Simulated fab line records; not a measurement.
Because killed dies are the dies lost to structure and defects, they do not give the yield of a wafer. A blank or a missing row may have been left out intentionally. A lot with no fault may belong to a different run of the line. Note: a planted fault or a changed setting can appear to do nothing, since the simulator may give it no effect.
Matching of chambers / flow n5-finfet / N5_BEOL_M0_SAQP_STRIP_86 on rie-diel-04: 4 sister chambers
The step strips in N2/H2. 18 wafers are shown with their chamber, then 9 later ones without.

WAFERS PAIRED WITH THEIR CHAMBERS
wafer=L074.1; chamber=3; showerhead-plenum-p-Torr (Torr)=3.48; throttle-valve-pct (%)=18.36; drypump-motor-current-A (A)=6.0
wafer=L074.2; chamber=0; showerhead-plenum-p-Torr (Torr)=3.18; throttle-valve-pct (%)=19.00; drypump-motor-current-A (A)=6.3
wafer=L074.3; chamber=1; showerhead-plenum-p-Torr (Torr)=3.50; throttle-valve-pct (%)=19.04; drypump-motor-current-A (A)=6.0
wafer=L074.4; chamber=2; showerhead-plenum-p-Torr (Torr)=3.36; throttle-valve-pct (%)=18.75; drypump-motor-current-A (A)=5.4
wafer=L074.5; chamber=1; showerhead-plenum-p-Torr (Torr)=3.50; throttle-valve-pct (%)=19.02; drypump-motor-current-A (A)=6.0
wafer=L074.6; chamber=2; showerhead-plenum-p-Torr (Torr)=3.36; throttle-valve-pct (%)=18.78; drypump-motor-current-A (A)=5.4
wafer=L079.1; chamber=2; showerhead-plenum-p-Torr (Torr)=3.36; throttle-valve-pct (%)=18.80; drypump-motor-current-A (A)=5.5
wafer=L079.2; chamber=3; showerhead-plenum-p-Torr (Torr)=3.48; throttle-valve-pct (%)=18.39; drypump-motor-current-A (A)=6.0
wafer=L079.3; chamber=0; showerhead-plenum-p-Torr (Torr)=3.18; throttle-valve-pct (%)=18.98; drypump-motor-current-A (A)=6.3
wafer=L079.4; chamber=1; showerhead-plenum-p-Torr (Torr)=3.49; throttle-valve-pct (%)=19.03; drypump-motor-current-A (A)=6.0
wafer=L079.5; chamber=3; showerhead-plenum-p-Torr (Torr)=3.48; throttle-valve-pct (%)=18.39; drypump-motor-current-A (A)=6.0
wafer=L079.6; chamber=0; showerhead-plenum-p-Torr (Torr)=3.18; throttle-valve-pct (%)=19.00; drypump-motor-current-A (A)=6.3
wafer=L081.1; chamber=3; showerhead-plenum-p-Torr (Torr)=3.48; throttle-valve-pct (%)=18.38; drypump-motor-current-A (A)=6.0
wafer=L081.3; chamber=2; showerhead-plenum-p-Torr (Torr)=3.35; throttle-valve-pct (%)=18.78; drypump-motor-current-A (A)=5.4
wafer=L081.5; chamber=3; showerhead-plenum-p-Torr (Torr)=3.48; throttle-valve-pct (%)=18.39; drypump-motor-current-A (A)=5.9
wafer=L086.1; chamber=3; showerhead-plenum-p-Torr (Torr)=3.47; throttle-valve-pct (%)=18.43; drypump-motor-current-A (A)=5.9
wafer=L086.3; chamber=2; showerhead-plenum-p-Torr (Torr)=3.35; throttle-valve-pct (%)=18.83; drypump-motor-current-A (A)=5.4
wafer=L086.4; chamber=0; showerhead-plenum-p-Torr (Torr)=3.17; throttle-valve-pct (%)=19.02; drypump-motor-current-A (A)=6.3

SIGNATURES (means of the wafers above)
reading=showerhead-plenum-p-Torr; chamber 0=3.1775; chamber 1=3.4967; chamber 2=3.3560; chamber 3=3.4783; scatter within a chamber=0.00496
reading=throttle-valve-pct; chamber 0=19.0000; chamber 1=19.0300; chamber 2=18.7880; chamber 3=18.3900; scatter within a chamber=0.0225
reading=drypump-motor-current-A; chamber 0=6.300; chamber 1=6.000; chamber 2=5.420; chamber 3=5.967; scatter within a chamber=0.039
Rule: a wafer lies at a distance from a chamber equal to the root of the sum of squares, over the readings, of (its reading less the chamber's mean, divided by the reading's scatter). The wafer belongs to the nearest chamber; if the next one is less than 2 further off, it can't be placed. The scatter is the square root of a quotient: the sum, over the shown wafers, of each reading's squared deviation from its chamber's mean, divided by wafers minus chambers.

WAFERS WITHOUT THEIR CHAMBER
wafer=L092.1; showerhead-plenum-p-Torr (Torr)=3.34; throttle-valve-pct (%)=18.84; drypump-motor-current-A (A)=5.4
wafer=L092.2; showerhead-plenum-p-Torr (Torr)=3.47; throttle-valve-pct (%)=18.40; drypump-motor-current-A (A)=5.9
wafer=L092.4; showerhead-plenum-p-Torr (Torr)=3.17; throttle-valve-pct (%)=19.05; drypump-motor-current-A (A)=6.3
wafer=L096.1; showerhead-plenum-p-Torr (Torr)=3.16; throttle-valve-pct (%)=19.06; drypump-motor-current-A (A)=6.4
wafer=L096.2; showerhead-plenum-p-Torr (Torr)=3.48; throttle-valve-pct (%)=19.08; drypump-motor-current-A (A)=6.0
wafer=L096.3; showerhead-plenum-p-Torr (Torr)=3.34; throttle-valve-pct (%)=18.86; drypump-motor-current-A (A)=5.4
wafer=L096.4; showerhead-plenum-p-Torr (Torr)=3.46; throttle-valve-pct (%)=18.46; drypump-motor-current-A (A)=6.0
wafer=L096.5; showerhead-plenum-p-Torr (Torr)=3.34; throttle-valve-pct (%)=18.82; drypump-motor-current-A (A)=5.4
wafer=L096.6; showerhead-plenum-p-Torr (Torr)=3.46; throttle-valve-pct (%)=18.43; drypump-motor-current-A (A)=5.9

THE CHAMBER EACH PASSED THROUGH
wafer=L092.1; from the rows above=2; in truth=2
wafer=L092.2; from the rows above=3; in truth=3
wafer=L092.4; from the rows above=0; in truth=0
wafer=L096.1; from the rows above=0; in truth=0
wafer=L096.2; from the rows above=1; in truth=1
wafer=L096.3; from the rows above=2; in truth=2
wafer=L096.4; from the rows above=3; in truth=3
wafer=L096.5; from the rows above=2; in truth=2
wafer=L096.6; from the rows above=3; in truth=3
9 of 9 placed correctly. Left unplaced by these rows: 0. 0 placed wrongly.
